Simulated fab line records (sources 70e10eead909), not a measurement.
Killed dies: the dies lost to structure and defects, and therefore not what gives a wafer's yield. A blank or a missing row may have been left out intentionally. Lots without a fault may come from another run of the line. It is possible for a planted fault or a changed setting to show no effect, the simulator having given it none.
Matching of chambers :: flow nandHarc :: 3 sister chambers for NHARC_A_STAIRCASE_DEP_301 on pecvd-01
The step deposits SiON, target thk 30 nm. 22 wafers are shown with their chamber, then 11 later ones without.

EACH WAFER AND ITS CHAMBER
wafer: L077.3
chamber: 1
heaterPowerW (W): 630

wafer: L077.4
chamber: 1
heaterPowerW (W): 628

wafer: L077.5
chamber: 0
heaterPowerW (W): 773

wafer: L081.1
chamber: 1
heaterPowerW (W): 655

wafer: L081.4
chamber: 1
heaterPowerW (W): 638

wafer: L081.6
chamber: 2
heaterPowerW (W): 688

wafer: L082.2
chamber: 2
heaterPowerW (W): 716

wafer: L082.5
chamber: 2
heaterPowerW (W): 720

wafer: L082.6
chamber: 0
heaterPowerW (W): 738

wafer: L083.2
chamber: 2
heaterPowerW (W): 722

wafer: L083.4
chamber: 0
heaterPowerW (W): 775

wafer: L083.6
chamber: 2
heaterPowerW (W): 720

wafer: L084.3
chamber: 1
heaterPowerW (W): 675

wafer: L084.4
chamber: 1
heaterPowerW (W): 689

wafer: L084.5
chamber: 0
heaterPowerW (W): 762

wafer: L087.2
chamber: 2
heaterPowerW (W): 744

wafer: L087.3
chamber: 0
heaterPowerW (W): 710

wafer: L087.4
chamber: 0
heaterPowerW (W): 704

wafer: L091.2
chamber: 1
heaterPowerW (W): 603

wafer: L091.3
chamber: 2
heaterPowerW (W): 650

wafer: L091.5
chamber: 2
heaterPowerW (W): 651

wafer: L092.3
chamber: 1
heaterPowerW (W): 687

SIGNATURES (means of the wafers above)
reading: heaterPowerW
chamber 0: 743.67
chamber 1: 650.62
chamber 2: 701.38
scatter within a chamber: 32.6
Rule: distance of a wafer from a chamber = root of the sum over the readings of ((wafer's reading minus chamber's mean) / reading's scatter) squared. The wafer belongs to the nearest chamber; if the next one is less than 2 further off, it can't be placed. How the scatter is found: for the shown wafers, subtract from each reading the mean of its chamber, square and add these, divide the total by (wafers less chambers), then take the root.

WAFERS WITHOUT THEIR CHAMBER
wafer: L092.4
heaterPowerW (W): 656

wafer: L092.5
heaterPowerW (W): 704

wafer: L093.1
heaterPowerW (W): 735

wafer: L093.2
heaterPowerW (W): 703

wafer: L093.3
heaterPowerW (W): 715

wafer: L095.3
heaterPowerW (W): 683

wafer: L095.5
heaterPowerW (W): 621

wafer: L095.6
heaterPowerW (W): 770

wafer: L097.3
heaterPowerW (W): 732

wafer: L097.5
heaterPowerW (W): 701

wafer: L097.6
heaterPowerW (W): 715

THE CHAMBER EACH PASSED THROUGH
wafer: L092.4
from the rows above: can't be placed: 1 or 2
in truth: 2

wafer: L092.5
from the rows above: can't be placed: 2 or 0 or 1
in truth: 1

wafer: L093.1
from the rows above: can't be placed: 0 or 2
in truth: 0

wafer: L093.2
from the rows above: can't be placed: 2 or 0 or 1
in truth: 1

wafer: L093.3
from the rows above: can't be placed: 2 or 0 or 1
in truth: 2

wafer: L095.3
from the rows above: can't be placed: 2 or 1 or 0
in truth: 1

wafer: L095.5
from the rows above: can't be placed: 1 or 2
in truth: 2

wafer: L095.6
from the rows above: can't be placed: 0 or 2
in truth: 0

wafer: L097.3
from the rows above: can't be placed: 0 or 2
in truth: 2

wafer: L097.5
from the rows above: can't be placed: 2 or 0 or 1
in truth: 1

wafer: L097.6
from the rows above: can't be placed: 2 or 0 or 1
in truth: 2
Correct placement for 0 of the 11. From these rows, 11 cannot be placed; in 11 the true chamber is one of the candidates. 0 placed wrongly.
